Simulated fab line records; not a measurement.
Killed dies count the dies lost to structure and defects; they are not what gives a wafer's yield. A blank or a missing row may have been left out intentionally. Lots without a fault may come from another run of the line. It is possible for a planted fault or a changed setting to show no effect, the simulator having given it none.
fab line records | flow n5_finfet
[record] lots = 5 | wafers = 13 | last_day = 17
route steps=1938 shown BEOL_M4@1099 BEOL_M5@1112 BEOL_M7@1305 PASSIVATION@1936
lots untouched by any fault: they come from a run of this same line in which no faults occurred
start_h: the number of hours between the record's first day and the start of the first shown wafer of the lot | wait_h: hours from the lot's prior step to this one | " as in the row above | L1.1+2: a single row standing in for several wafers | - no value present, or no start provided | * or withheld: withheld | < > ~ a bound
route shown NAME@n: a module of which the file shows steps, and the number in the route of the first | usual: the fault-free wafers' mean and standard deviation | same: alike in all rows | chamber/n: place in a boat | sites: each site's reading | _std_site: how widely they spread, as a standard deviation | _edge_site: mean of outer sites minus mean of inner sites | radius_mm: how far each site lies from the wafer's centre | mask NAME#n: copy n | behind: the last tool/chamber to shape the wafer | hold: cause of the lot's hold/its duration in hours/its outcome | device: transistor that didn't switch, given as n, p or np | end of line: tests run on the same wafers once the route is complete | a step with no rows: only its recipe | killed: count of dies lost to structure and defects at first sort (not the wafer's yield) | map: the dies of a wafer, with x for killed, . for not killed, _ for no die there
set.NAME: the run value of the setting; set.NAME@STEP: its run value at that earlier step | model.NAME: the simulator's own value behind a step, which no gauge read
lots at some steps of the route; a table a step, a row a wafer
services: a tool's chamber out of use, with start hour (start_h, from the record's first day; less than 0 if before it), hours out, and reason
[[steps]]
[step N5_BEOL_M4_ANNEAL_95]
[recipe] temp_c = 400 | time_s = 240 | ambient = vacuum
[step N5_BEOL_M4_SPUTTER_96]
[recipe] material = Cu | target_thk_a = 45 | temp_c = -20 | chamber_pressure_pa = 0.07 | power_w = withheld | time_s = 8.29
[step N5_BEOL_M4_ECD_50]
[recipe] material = Cu | target_thk_a = 3000
[step N5_BEOL_M4_ANNEAL_51]
[recipe] temp_c = 225 | time_s = 90 | ambient = N2
[step N5_BEOL_M4_CMP_52]
[recipe] stop_on = SiOC | t_overpolish_s = 6.8 | down_force_psi = 1 | platen_rpm = 50 | clearing_platen_down_force_psi = 1.5 | clearing_platen_rpm = 50 | post_cmp_clean = cu_alkaline | target_thk_nm = 40 | clearing_platen_pad_velocity_m_s = 0.99484 | pad_velocity_m_s = 0.99484
[step N5_BEOL_M4_PRE_CLEAN_60]
[recipe] gas = NH3/H2 | time_s = 15 | temp_c = * | rf_power_w = 300
[step N5_BEOL_M4_CO_CAP_55]
[recipe] material = Co | target_thk_a = 20 | temp_c = 200 | precursor = CCTBA/H2 | pressure_torr = 30 | time_s = 102.1
[step N5_BEOL_M4_PRE_CLEAN_56]
[recipe] gas = NH3 | time_s = 15 | temp_c = withheld | rf_power_w = 300
[step N5_BEOL_M4_DEP_57]
[recipe] material = SiCN | target_thk_a = 80 | temp_c = withheld | precursor = 3MS/NH3 | pressure_torr = 3 | rf_w = 202 | time_s = 14
[step N5_BEOL_M4_RC_MEAS_101]
[usual] DIBL_N = 36.0/2 | DIBL_P = 36.2/2.2 | IOFF_N = 0.16/0.034 | IOFF_P = 0.21/0.04 | ION_N = 675/12 | ION_P = 463/7.2 | SS_N = 71.6/0.6 | SS_P = 73.3/0.67 | VT_N = 250/3 | VT_P = -251/3.4
lot.wafer | tool      | chamber | start_h | wait_h | DIBL_N[mV/V] | DIBL_P[mV/V] | IOFF_N[nA/um] | IOFF_P[nA/um] | ION_N[uA/um] | ION_P[uA/um] | SS_N[mV/dec] | SS_P[mV/dec] | VT_N[mV] | VT_P[mV]
L790.1    | prober-02 | 0       | 198.04  | 0.0    | 36.6         | 36.0         | 0.16          | 0.19          | 676          | 453          | 71.6         | 73.0         | 251      | -252
L790.2    | "         | 0       | "       | "      | 38.2         | 39.2         | 0.20          | 0.22          | 701          | 466          | 72.3         | 73.4         | 247      | -251
L790.4    | "         | 0       | "       | "      | 38.3         | 38.1         | 0.19          | 0.21          | 691          | 465          | 72.0         | 73.6         | 247      | -250
L796.2    | prober-02 | 0       | 234.80  | 0.2    | 35.9         | 36.9         | 0.17          | 0.21          | 675          | 456          | 72.1         | 73.2         | 251      | -253
L796.5    | "         | 0       | "       | "      | 35.8         | 35.8         | 0.16          | 0.19          | 673          | 458          | 71.1         | 73.7         | 251      | -254
L797.5    | prober-01 | 0       | 243.22  | 0.6    | 40.5         | 39.3         | 0.19          | 0.24          | 679          | 461          | 71.7         | 74.9         | 249      | -252
L797.6    | "         | 0       | "       | "      | 41.2         | 41.1         | 0.22          | 0.26          | 698          | 466          | 72.2         | 74.8         | 249      | -249
L798.4    | prober-01 | 0       | 245.66  | 0.5    | 35.2         | 37.1         | 0.16          | 0.24          | 673          | 468          | 70.8         | 73.5         | 250      | -244
L798.5    | "         | 0       | "       | "      | 35.5         | 36.8         | 0.16          | 0.23          | 680          | 465          | 70.9         | 73.3         | 250      | -249
L798.6    | "         | 0       | "       | "      | 35.8         | 38.0         | 0.17          | 0.25          | 685          | 474          | 71.6         | 73.7         | 249      | -249
L802.1    | prober-01 | 0       | 269.45  | 0.0    | 36.9         | 36.5         | 0.16          | 0.23          | 674          | 466          | 71.4         | 73.1         | 249      | -247
L802.3    | "         | 0       | "       | "      | 36.6         | 35.6         | 0.17          | 0.22          | 681          | 469          | 72.0         | 72.8         | 247      | -246
L802.5    | "         | 0       | "       | "      | 34.9         | 35.4         | 0.14          | 0.22          | 677          | 467          | 71.0         | 72.6         | 250      | -247
[step N5_BEOL_M5_ILD_DEP_00]
[recipe] material = SiCOH_lowk | target_thk_a = 1406.4 | temp_c = 300 | precursor = DEMS/porogen | pressure_torr = 5 | rf_w = 500 | time_s = 25.9
[step N5_BEOL_M5_CURE_79]
[recipe] temp_c = 385 | time_s = 240 | ambient = He/Ar | material = SiCOH_lowk
[step N5_BEOL_M5_PECVD_70]
[recipe] material = SiO2 | target_thk_a = 160 | temp_c = 400 | precursor = TEOS/O2 | pressure_torr = 5.5 | rf_w = 450 | teos_flow_sccm = 53.8 | gas = O2 | flow_sccm = 3000 | time_s = 18
[step N5_BEOL_M5_HM_DEP_02]
[recipe] material = TiN | target_thk_a = 200 | temp_c = 25 | chamber_pressure_pa = 0.49996
[step N5_BEOL_M5_COAT_59]
[recipe] resist = SOC | temp_c = 250 | time_s = 60 | spin_rpm = 1500 | resist_thk_nm = 60
[step N5_BEOL_M5_COAT_60]
[recipe] resist = SiARC | temp_c = 220 | time_s = 60 | spin_rpm = 1500 | resist_thk_nm = 12
[step N5_BEOL_M5_COAT_71]
[recipe] resist = underlayer | temp_c = 205 | time_s = 60 | spin_rpm = 1500 | resist_thk_nm = 5
[step N5_BEOL_M5_COAT_05]
[recipe] resist = CAR-EUV | spin_rpm = 1500 | resist_thk_nm = 30
[step N5_BEOL_M5_EBR_07]
[recipe] solvent = PGMEA | ebr_width_mm = 1.5
[step N5_BEOL_M5_SOFTBAKE_06]
[recipe] temp_c = 110 | time_s = 60 | resist = CAR-EUV
[step N5_BEOL_M5_EXPOSE_08]
[recipe] mask_id = M5 | na = 0.33 | source_shape = annular | sigma_inner = 0.4 | sigma_outer = 0.8 | polarization = unpolarized | target_cd_nm = 28 | dose_mj = 35.75
[step N5_BEOL_M5_PEB_09]
[recipe] peb_temp_c = 100 | peb_time_s = 60 | resist = CAR-EUV
[step N5_BEOL_M5_DEVELOP_10]
[recipe] develop_time_s = 30 | developer = TMAH | resist = CAR-EUV | rinse_liquid = surfactant_rinse | dry = air_spin | dev_temp_c = 23
[step N5_BEOL_M5_DESCUM_16]
[recipe] chemistry = O2 | time_s = 7 | source_power_w = 50 | bias_power_w = 20 | pressure_mtorr = 20 | rf_frequency_hz = 2.712e+07 | temp_c = 40 | resist = CAR-EUV | o2_flow_sccm = 225
[step N5_BEOL_M5_ETCH_72]
[recipe] chemistry = N2/H2 | target = underlayer | target_depth_a = 65 | mask_material = CAR-EUV | time_s = 5.2 | ion_energy_ev = 200 | pressure_mtorr = 30 | source_w = 840 | bias_w = 150 | n2_flow_sccm = 200 | h2_flow_sccm = 200 | ends = cleared
[step N5_BEOL_M5_ETCH_61]
[recipe] chemistry = CF4 | target = SiARC | target_depth_a = 156 | mask_material = CAR-EUV | time_s = 26 | ion_energy_ev = 80 | pressure_mtorr = 40 | source_w = 545 | bias_w = 36 | Ar_flow_sccm = 100 | cf4_flow_sccm = 100 | ends = cleared
[step N5_BEOL_M5_ETCH_62]
[recipe] chemistry = N2/H2 | target = SOC | target_depth_a = 750 | overetch_a = 150 | mask_material = SiARC | temp_c = 40 | time_s = 112.5 | ion_energy_ev = 200 | pressure_mtorr = 30 | source_w = 840 | bias_w = 150 | n2_flow_sccm = 200 | h2_flow_sccm = 200
[step N5_BEOL_M5_STRIP_63]
[recipe] chemistry = N2/H2 | temp_c = 40 | n2_flow_sccm = 200 | h2_flow_sccm = 200 | rf_frequency_hz = 6e+07
[step N5_BEOL_M5_STRIP_73]
[recipe] chemistry = N2/H2 | temp_c = 40 | n2_flow_sccm = 200 | h2_flow_sccm = 200 | rf_frequency_hz = 6e+07
[step N5_BEOL_M5_STRIP_64]
[recipe] chemistry = CF4 | resist = SiARC | power_w = 300 | bias_power_w = 75 | pressure_mtorr = 50 | cf4_flow_sccm = 150 | rf_frequency_hz = 6e+07
[step N5_BEOL_M5_HM_OPEN_17]
[recipe] chemistry = Cl2/BCl3 | target_depth_a = 200 | overetch_a = 60 | target = TiN | mask_material = SOC | ion_energy_ev = 150 | pressure_mtorr = 10 | icp_w = 1000 | bias_w = 126 | Cl2_flow_sccm = 53.25 | bcl3_flow_sccm = 21.75 | Ar_flow_sccm = 25
[step N5_BEOL_M5_STRIP_19]
[recipe] chemistry = O2 | power_w = 400 | temp_c = 40 | pressure_mtorr = 30 | rf_frequency_hz = 6e+07 | bias_power_w = 0 | overash_fraction = 0.2 | o2_flow_sccm = 225
[step N5_BEOL_M5_COAT_65]
[recipe] resist = SOC | temp_c = 250 | time_s = 60 | spin_rpm = 1500 | resist_thk_nm = 60
[step N5_BEOL_M5_COAT_66]
[recipe] resist = SiARC | temp_c = 220 | time_s = 60 | spin_rpm = 1500 | resist_thk_nm = 12
[step N5_BEOL_M7_VIA_ETCH_34]
[recipe] chemistry = C4F6/O2 | target = SiCOH_lowk | target_depth_a = 1255 | mask_material = SOC | taper_deg = 4 | time_s = 50.5 | ion_energy_ev = 250 | pressure_mtorr = 30 | source_w = 345 | bias_w = 185 | Ar_flow_sccm = 300 | C4F6_flow_sccm = 10 | O2_flow_sccm = 10
[usual] chamber_pressure_mTorr = 29.999/0.026 | drypump_motor_current_A = 5.78/0.28 | oes_f_703_au = 0.77/0.077 | oes_product_au = 0.78/0.075 | rf_vpp_V = 668/9 | showerhead_plenum_p_Torr = 2.87/0.092 | throttle_valve_pct = 20.85/0.25
lot.wafer | tool        | chamber | start_h | wait_h | chamber_pressure_mTorr | drypump_motor_current_A | oes_f_703_au | oes_product_au | rf_hours_counter_h | rf_vpp_V | showerhead_plenum_p_Torr | throttle_valve_pct | model.etch.depth_nm | model.SOC_of_BEOL_M7_COAT_63.thk_nm
L790.1    | rie_diel-03 | 2       | 223.61  | 0.0    | 29.983                 | 5.73                    | 0.86         | 0.87           | 62                 | 671      | 3.02                     | 20.63              | 126.3               | 54
L790.2    | "           | 3       | "       | "      | 29.956                 | 5.46                    | 0.78         | 0.80           | 128                | 669      | 2.75                     | 21.01              | 126.8               | 54
L790.4    | "           | 1       | "       | "      | 30.020                 | 6.32                    | 0.68         | 0.70           | 177                | 666      | 2.95                     | 20.56              | 120.4               | 54.4
L796.2    | rie_diel-03 | 1       | 261.98  | 0.0    | 30.013                 | 6.31                    | 0.68         | 0.69           | 191                | 668      | 2.94                     | 20.57              | 120.2               | 54.6
L796.5    | "           | 3       | "       | "      | 30.028                 | 5.45                    | 0.78         | 0.66           | -                  | 671      | 2.74                     | 20.98              | 95.78               | 55.8
L797.5    | rie_diel-03 | 0       | 283.08  | 0.0    | 30.001                 | 5.60                    | 0.85         | 0.72           | -                  | 674      | 2.88                     | 20.71              | 96.52               | 55.4
L797.6    | "           | 1       | "       | "      | 29.984                 | 6.35                    | 0.68         | 0.69           | -                  | 667      | 2.94                     | 20.60              | 119.4               | 54.4
L798.4    | rie_diel-03 | 0       | 283.45  | 0.0    | 30.015                 | 5.63                    | 0.85         | 0.73           | 74                 | 675      | 2.88                     | 20.71              | 98.01               | 55.2
L798.5    | "           | 0       | "       | "      | 29.987                 | 5.63                    | 0.85         | 0.72           | -                  | 674      | 2.88                     | 20.73              | 97.14               | 55.2
L798.6    | "           | 3       | "       | "      | 30.026                 | 5.46                    | 0.76         | 0.76           | -                  | 668      | 2.74                     | 21.07              | 125.3               | 53.8
L802.1    | rie_diel-06 | 1       | 304.51  | 0.0    | 30.037                 | 5.41                    | 0.76         | 0.73           | 182                | 665      | 2.92                     | 20.88              | 125.2               | 53.8
L802.3    | "           | 2       | "       | "      | 30.020                 | 5.87                    | 0.73         | 0.74           | 190                | 677      | 2.82                     | 21.02              | 128.8               | 53.8
L802.5    | "           | 1       | "       | "      | 30.002                 | 5.41                    | 0.76         | 0.74           | -                  | 665      | 2.92                     | 20.87              | 125                 | 53.8
[step N5_PASSIVATION_PROBE_49]
[usual] defect_limited_yield = 91.5/1.5 | killed_at_M0_to_M3 = 33/10 | killed_at_M4_up = 15/6.4 | killed_at_contacts = 12/5.4 | killed_at_front_end = 38/9.8 | killed_at_other = 4/3.1 | killed_dies = 101/18 | killed_on_rim = 13/3.9 | killed_open = 67/14 | killed_short = 33/7.9 | sort_bin_5_function = 5.0/1 | sort_bin_6_memory = 3.2/0.67 | sort_n_pass = 1079/18 | sort_yield_pct = 91.5/1.5
[same] gross_dies = 1180 | killed_at_back_side = 0 | sort_bin_4_leakage[%] = 0 | sort_bin_8_speed[%] = 0
lot.wafer | tool      | chamber | start_h | wait_h | defect_limited_yield[%] | killed_at_M0_to_M3 | killed_at_M4_up | killed_at_contacts | killed_at_front_end | killed_at_other | killed_dies | killed_on_rim | killed_open | killed_short | sort_bin_5_function[%] | sort_bin_6_memory[%] | sort_n_pass | sort_yield_pct[%]
L790.1    | prober-01 | -       | 296.78  | 0.0    | 91.9                    | 26                 | 13              | 6                  | 47                  | 4               | 96          | 9             | 73          | 23           | 4.6                    | 3.5                  | 1084        | 91.9
L790.2    | prober-01 | -       | 296.83  | 0.1    | 92.5                    | 38                 | 5               | 9                  | 35                  | 2               | 89          | 12            | 59          | 30           | 3.6                    | 3.5                  | 1091        | 92.5
L790.4    | prober-01 | -       | 296.93  | 0.2    | 88.9                    | 31                 | 23              | 8                  | 65                  | 4               | 131         | 12            | 91          | 40           | 6.4                    | 4.5                  | 1049        | 88.9
L796.5    | prober-01 | -       | 350.76  | 0.2    | 40.9                    | 24                 | 634             | 5                  | 30                  | 4               | 697         | 68            | 50          | 30           | 56.3                   | 2.5                  | 483         | 40.9
L797.5    | prober-02 | -       | 377.03  | 0.2    | 56.9                    | 20                 | 447             | 12                 | 30                  | 0               | 509         | 115           | 46          | 24           | 40.5                   | 2.4                  | 671         | 56.9
L798.4    | prober-01 | -       | 390.45  | 0.2    | 65.5                    | 18                 | 331             | 16                 | 40                  | 2               | 407         | 105           | 60          | 27           | 31.5                   | 2.9                  | 773         | 65.5
L798.5    | prober-01 | -       | 390.50  | 0.2    | 57.2                    | 22                 | 438             | 13                 | 31                  | 1               | 505         | 116           | 53          | 33           | 39.9                   | 2.7                  | 675         | 57.2
// killed by level:class
L790.1 STI_FIN_REVEAL:geometric_particle:open=19 BEOL_M4:geometric_particle:open=8 BEOL_M2:geometric_particle:open=7 BEOL_M1:geometric_particle:open=6 BEOL_M3:geometric_particle:open=6 STARTING-WAFER:geometric_particle:open=5 SPACER0:geometric_particle:open=4 MOL_CONTACT_COAG:geometric_particle:open=4
L790.2 BEOL_M1:geometric_particle:open=9 BEOL_M2:geometric_particle:open=9 FIN_SAQP:geometric_particle:short=7 STI_FIN_REVEAL:geometric_particle:open=7 BEOL_M0_SAQP:geometric_particle:short=7 MOL_CONTACT_COAG:geometric_particle:open=6 DUMMY_GATE:geometric_particle:open=5 BEOL_M0_SAQP:geometric_particle:open=5
L790.4 FIN_SAQP:geometric_particle:short=19 STI_FIN_REVEAL:geometric_particle:open=14 BEOL_M2:geometric_particle:open=10 BEOL_M4:geometric_particle:open=10 MOL_CONTACT_COAG:geometric_particle:open=7 BEOL_M0_SAQP:geometric_particle:open=7 BEOL_M3:geometric_particle:open=6 FIN_SAQP:geometric_particle:open=5
L796.5 BEOL_M7:area_etch=617 BEOL_M0_SAQP:geometric_particle:short=7 BEOL_M4:geometric_particle:open=7 FIN_SAQP:geometric_particle:short=6 FIN_SAQP:geometric_particle:open=5 BEOL_M0_SAQP:geometric_particle:open=5 STARTING-WAFER:geometric_particle:open=5 STI_FIN_REVEAL:geometric_particle:open=4
L797.5 BEOL_M7:area_etch=437 FIN_SAQP:geometric_particle:open=9 BEOL_M0_SAQP:geometric_particle:short=7 MOL_CONTACT_COAG:geometric_particle:short=6 MOL_CONTACT_COAG:geometric_particle:open=6 BEOL_M0_SAQP:geometric_particle:open=6 STI_FIN_REVEAL:geometric_particle:open=5 BEOL_M2:geometric_particle:open=5
L798.4 BEOL_M7:area_etch=320 MOL_CONTACT_COAG:geometric_particle:open=13 FIN_SAQP:geometric_particle:short=11 STI_FIN_REVEAL:geometric_particle:open=8 BEOL_M0_SAQP:geometric_particle:open=8 FIN_SAQP:geometric_particle:open=6 DUMMY_GATE:geometric_particle:open=6 BEOL_M4:geometric_particle:open=5
L798.5 BEOL_M7:area_etch=418 MOL_CONTACT_COAG:geometric_particle:open=9 FIN_SAQP:geometric_particle:short=6 STI_FIN_REVEAL:geometric_particle:open=6 BEOL_M0_SAQP:geometric_particle:short=5 FIN_SAQP:geometric_particle:open=4 MOL_CONTACT_COAG:geometric_particle:short=4 BEOL_M1:geometric_particle:open=4
// map L796.5 (x killed, . not)
_________________......xxxxxx________________
______________x........xxxxxxxxx_____________
___________...........xxxxxxxxxxxxx__________
__________........xx..xxxxxxxxxxxxxx_________
________x.xx.x.......xxxxxxxxxxxxxxxxx_______
_______xxx.x.x..x...xxxxxxxxxxxxxxxxxxx______
______.xxxxx.xx.x.x...xxxxxxxxxxxxxxxxxx_____
_____x...xxxxxxxxx.xxxxxxxxxxxxxxxxxxxxxx____
____.....xxx.xxx.xxxx.xxxxxx.xxxxxxxxxxxxx___
___.......xxxxxxxxxxx.xxxxxxxxxxxxxxxxxxxxx__
___.....xxxx.xxxxxxxxxxxxxxxxxxxxxxxxxxxxxx__
__....xxxxxxxxxxxxxxxxxxxxxxx.xxxxxxxxxxxxxx_
__.....xxx.x.xxxxxxxxxxxxxxxxxxxxxxxxxxxxxx._
_....xxxxxxxx..xxxxxxxxxxxxxxxxxxxxxxxxxxxxxx
_.......x.xxxxx.xxxxxxxxxxxxxxxxxxxxxxxxxxxxx
_..............xxxxx.xxxxxxxxxxxxxxxxxxxxxxxx
_.x...x.........xx.xxxxxx.xxxx.xxxxxxxxxxxx.x
_..............xx.xxxxxxxxxxx....x.xxxxxxx.xx
_........x.......xxxxxxxxxx.x..x..x.xxxx.xx.x
_..........x......xxxxxxxxxx....x...xxx..xxxx
_................xxxxxxxxxxx............xxxxx
__.................xxxxxxxxxxxx......xxxxxxx_
__................xxxxxxxxxxxx.x.x....xx.xxx_
___.............xxxxx..xxxxxxxxxx.xx...xxxx__
___............x..xxxx.xxxxxxxxxxxxx..x.xxx__
____........x....xxx.xx..xx.xxxxxxx.x.x..x___
_____..........x.xx...x.x.xxxxxxxxxx..xx.____
______..x...........xx..xxxxxxxxxxxxx.x._____
_______...x................xxxxxxxxxxx.______
________.....x...............xxxx..x.x_______
__________......x....x.x...x.xxxxx.x_________
___________..........x.......xxxxxx__________
______________.....x......x....._____________
_________________....x....x..________________
// map L797.5 (x killed, . not)
_________________.xxxxx.xx.xx________________
______________.....xx.x.xx..xxxx_____________
___________xxx..........x..xxxxxxxx__________
__________x.x...x.....x.......x.xx.x_________
________xxxx.xx.x.......x.xx..x.xx.xxx_______
_______xx.x.x.....x..........xxx.xxxx.x______
______xxxxx..x...................x...x.x_____
_____xxxxxxxx..................xx..xxx.x.____
____xxx.xxx.x.....x........x.....x......x.___
___xxxxx.xxx...x................x.......x..__
___xxxxxxx.xxx...............x.xx..x.....x.__
__xxxxxxxxx.x.x....x..........x............._
__xxxxxxxxxx..x.x......x......x........x...._
_xxxxxx.x.x.x..............x.........xx..xx..
_xxxxxxxx..xx...x..........x..............xxx
_xxxxxx.x.xx..x.x........x...x.....x....x..x.
_xxxxxx.xxxx......x.....................xx.xx
_xxxxxx..x..x.........................x...xxx
_xxxxxx....x.....................x.......xx.x
_xxxxxxxx.x.x.x...x..........x......x.....x.x
_xxxxxxx.x.x..x.........xx..x.xx.............
__xxxxxxxxxxxx.....x..........x.......x..x.x_
__xxxxxxxx................x...xx.xx.xx..x.x._
___xxxxxxxxx......x...........x.xx...xx..x.__
___xxxxxxxx......x.x......xxxxx.xx.xx..xx..__
____xxxxxx..x.............x..xxxxxx.xxxx..___
_____xxxxx..x......x.........xx.xx.xxxxx.____
______xxxxx.x...x....x.....x.xxxxx.x.xx._____
_______xxx.xxxxxxx.xx.x..xxxxxxxxxxxxx.______
________.xxxxxxxxxxx..x.x.x.xx.xxxxxxx_______
__________xxxxx.xx....xxxxxxxxxx.xxx_________
___________.x.xxxxxxxxx.xxxxxxxxxxx__________
______________xxxxxxx.x.xxxxxxxx_____________
_________________xxxxxxxxxxxx________________
[[services]]
tool        | chamber | start_h | hours | kind
rie_diel-06 | 2       | 252.13  | 10.8  | repair
rie_diel-06 | 0       | 256.55  | 7.3   | repair
rie_diel-06 | 1       | 257.61  | 3.4   | repair
rie_diel-03 | 1       | 264.32  | 8.9   | repair
rie_diel-06 | 3       | 291.33  | 1.9   | repair
[[key]]
[first_sign] step = N5_PASSIVATION_PROBE_49 | reading = killed_at_M4_up | direction = up | sigmas = 70 | usual = 15 | struck = 462
[effect] step = N5_PASSIVATION_PROBE_49 | reading = sort_bin_5_function | direction = up | sigmas = 36 | usual = 5.0 | struck = 42.1
[model_effect] step = N5_BEOL_M7_VIA_ETCH_34 | value = etch.depth_nm | without = 127 | struck = 96.86
[more_kills_born_at] N5_BEOL_M7_VIA_ETCH_34@rie_diel-03 = 1792
met_at N5_BEOL_M7_VIA_ETCH_34
struck_wafers L796.5,L797.5,L798.4,L798.5
later_rows_left_out L796.5
onset_between 223.61 261.98
[fault] kind = process_parameter_drift | tool = rie_diel-03 | chamber = - | onset_h = 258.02 | steps = N5_BEOL_M7_VIA_ETCH_34 | channel = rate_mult | offset = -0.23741 | shape = step | end_h = 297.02 | scope = struck_wafers_only
// later_rows_left_out: the simulator's readings of these wafers behind a module that went badly wrong aren't trusted and aren't shown, but for the sort
